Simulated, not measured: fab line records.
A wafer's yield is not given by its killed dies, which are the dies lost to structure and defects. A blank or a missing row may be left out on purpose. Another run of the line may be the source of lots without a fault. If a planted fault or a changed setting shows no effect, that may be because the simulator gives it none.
The tool behind it: which one? -- flow nand-harc -- 12 lots with 35 wafers sampled at 5 steps, on a route of 1302 steps

WHAT THE GAUGES SHOWED, per wafer
NHARC_END_SORT_01.
lot,measured,on,defect-limited-yield (%),killed-at-array,killed-at-other,killed-at-periphery,killed-dies,killed-open,killed-short
L596,day 28 10:43,prober-01,93.2,40,1,5,46,2,2

TOOL THAT RAN EACH LOT (tool first, then ch and the chambers of the sampled wafers, then the start)
lot,NHARC_P_M2_PVD_21,NHARC_P_M2_DEP_33,NHARC_P_BONDPAD_DESCUM_11,NHARC_P_BONDPAD_PVD_17
L587,"pvd-sputter-01, day 6 17:43 or earlier","pecvd-04 ch 0,1, day 6 17:43","rie-diel-05 ch 0,1,3, day 6 19:35","pvd-sputter-03, day 6 20:39"
L590,"pvd-sputter-03, day 8 03:20 or earlier","pecvd-01 ch 0,1, day 8 03:20","rie-diel-01 ch 2,3, day 8 05:05","pvd-sputter-02, day 8 06:08"
L594,"pvd-sputter-01, day 9 10:32 or earlier","pecvd-02 ch 0,1, day 9 10:32","rie-diel-05 ch 0,1,3, day 9 12:12","pvd-sputter-01, day 9 13:14"
L595,"pvd-sputter-03, day 9 19:10 or earlier","pecvd-04 ch 0,1,2, day 9 19:10","rie-diel-01 ch 1,2,3, day 9 21:01","pvd-sputter-03, day 9 22:04"
L596,"pvd-sputter-02, day 10 04:11 or earlier","pecvd-01 ch 0,1,2, day 10 04:11","rie-diel-01 ch 0,2,3, day 10 05:59","pvd-sputter-03, day 10 07:02"
L598,"pvd-sputter-03, day 10 23:23 or earlier","pecvd-04 ch 1,2, day 10 23:23","rie-diel-05 ch 0,2,3, day 11 01:14","pvd-sputter-02, day 11 02:17"
L603,"pvd-sputter-03, day 13 05:18 or earlier","pecvd-01 ch 1,2, day 13 05:18","rie-diel-10 ch 1,3, day 13 07:09","pvd-sputter-03, day 13 08:13"
L605,"pvd-sputter-01, day 14 00:40 or earlier","pecvd-04 ch 0,2, day 14 00:40","rie-diel-01 ch 1,2,3, day 14 02:31","pvd-sputter-02, day 14 03:34"
L606,"pvd-sputter-01, day 14 15:49 or earlier","pecvd-02 ch 1,2, day 14 15:49","rie-diel-05 ch 1,2, day 14 17:34","pvd-sputter-02, day 14 18:38"
L608,"pvd-sputter-01, day 15 02:57 or earlier","pecvd-04 ch 0,1, day 15 02:57","rie-diel-05 ch 0,1,2, day 15 04:35","pvd-sputter-03, day 15 05:37"
L609,"pvd-sputter-02, day 15 23:41 or earlier","pecvd-02 ch 0,1,2, day 15 23:41","rie-diel-01 ch 0,1, day 16 01:26","pvd-sputter-03, day 16 02:28"
L610,"pvd-sputter-03, day 16 00:31 or earlier","pecvd-04 ch 0,2, day 16 00:31","rie-diel-05 ch 0,3, day 16 02:22","pvd-sputter-03, day 16 03:26"
- NHARC_P_M2_PVD_21: deposits Cu, target thk 30 nm, time 20.49 s.
- NHARC_P_M2_DEP_33: deposits SiCN, target thk 30 nm.
- NHARC_P_BONDPAD_DESCUM_11: chemistry O2, time 3 s.
- NHARC_P_BONDPAD_PVD_17: deposits TaN, target thk 5 nm, time 8.06 s.

WHAT THE TOOLS THEMSELVES READ (means of the sampled wafers that have a number; where no wafer has one, the mark that the record gives instead)
NHARC_P_M2_PVD_21.
lot,tool,throttle-valve-pct (%)
L587,pvd-sputter-01,29.7
L590,pvd-sputter-03,30.9
L594,pvd-sputter-01,30.0
L595,pvd-sputter-03,30.4
L596,pvd-sputter-02,28.9
L598,pvd-sputter-03,30.6
L603,pvd-sputter-03,30.6
L605,pvd-sputter-01,30.4
L606,pvd-sputter-01,30.6
L608,pvd-sputter-01,30.4
L609,pvd-sputter-02,29.8
L610,pvd-sputter-03,30.4

NHARC_P_M2_DEP_33.
lot,tool,chamber-pressure-Torr (Torr),heater-power-outer-w (W),heater-power-w (W)
L587,pecvd-04,3.000,377,647
L590,pecvd-01,3.007,336,590
L594,pecvd-02,3.001,337,573
L595,pecvd-04,3.005,362,623
L596,pecvd-01,3.002,354,608
L598,pecvd-04,2.999,428,699
L603,pecvd-01,3.000,354,632
L605,pecvd-04,3.003,348,616
L606,pecvd-02,2.997,310,572
L608,pecvd-04,2.996,334,594
L609,pecvd-02,2.993,307,546
L610,pecvd-04,3.005,331,588

NHARC_P_BONDPAD_DESCUM_11.
lot,tool,drypump-motor-current-A (A),oes-product-au (a.u.),rf-vpp-V (V),showerhead-plenum-p-Torr (Torr),throttle-valve-pct (%)
L587,rie-diel-05,5.9,1.004,57.5,1.90,11.309
L590,rie-diel-01,5.6,0.994,57.9,1.89,11.307
L594,rie-diel-05,6.0,1.026,58.1,1.90,11.318
L595,rie-diel-01,5.6,1.007,57.7,1.97,11.304
L596,rie-diel-01,5.5,1.002,57.3,1.91,11.308
L598,rie-diel-05,5.8,0.998,56.5,1.91,11.319
L603,rie-diel-10,5.6,1.026,57.5,1.91,11.302
L605,rie-diel-01,5.6,1.011,57.8,1.97,11.312
L606,rie-diel-05,5.2,1.015,58.8,1.89,11.308
L608,rie-diel-05,5.6,1.004,58.0,1.93,11.318
L609,rie-diel-01,5.3,0.999,58.5,2.01,11.311
L610,rie-diel-05,6.4,1.001,57.3,1.94,11.317

NHARC_P_BONDPAD_PVD_17.
lot,tool,throttle-valve-pct (%)
L587,pvd-sputter-03,30.7
L590,pvd-sputter-02,28.9
L594,pvd-sputter-01,29.9
L595,pvd-sputter-03,30.2
L596,pvd-sputter-03,30.4
L598,pvd-sputter-02,29.1
L603,pvd-sputter-03,30.6
L605,pvd-sputter-02,30.1
L606,pvd-sputter-02,29.7
L608,pvd-sputter-03,30.4
L609,pvd-sputter-03,30.0
L610,pvd-sputter-03,30.0

THE ANSWER, worked out from the rows above alone
Rule: usual is defined by the lots themselves. Put in order of their means at a reading, lots are off if they are a third of the lots or fewer, leave a main group of 4 or more, and stand apart from it by a gap of 3 or more times the standard deviation of the main group's means; of several such gaps the widest counts. A main group is skipped when, at the precision printed for the reading in the tables above, its means are all equal. Also off: a lot with no number at a reading for which 4 or more lots have one. Any other lot the step has rows for is counted as sound. The gauges are gone through in route order, then the tools' own readings, and for those a lot's mean is taken as printed above. At the first step where some lot is off, the reading lying furthest off is the one used; lots without a number count as furthest.
No lot is off at any reading shown: from this, nothing can be told.

WHAT THE SIMULATOR PUT IN
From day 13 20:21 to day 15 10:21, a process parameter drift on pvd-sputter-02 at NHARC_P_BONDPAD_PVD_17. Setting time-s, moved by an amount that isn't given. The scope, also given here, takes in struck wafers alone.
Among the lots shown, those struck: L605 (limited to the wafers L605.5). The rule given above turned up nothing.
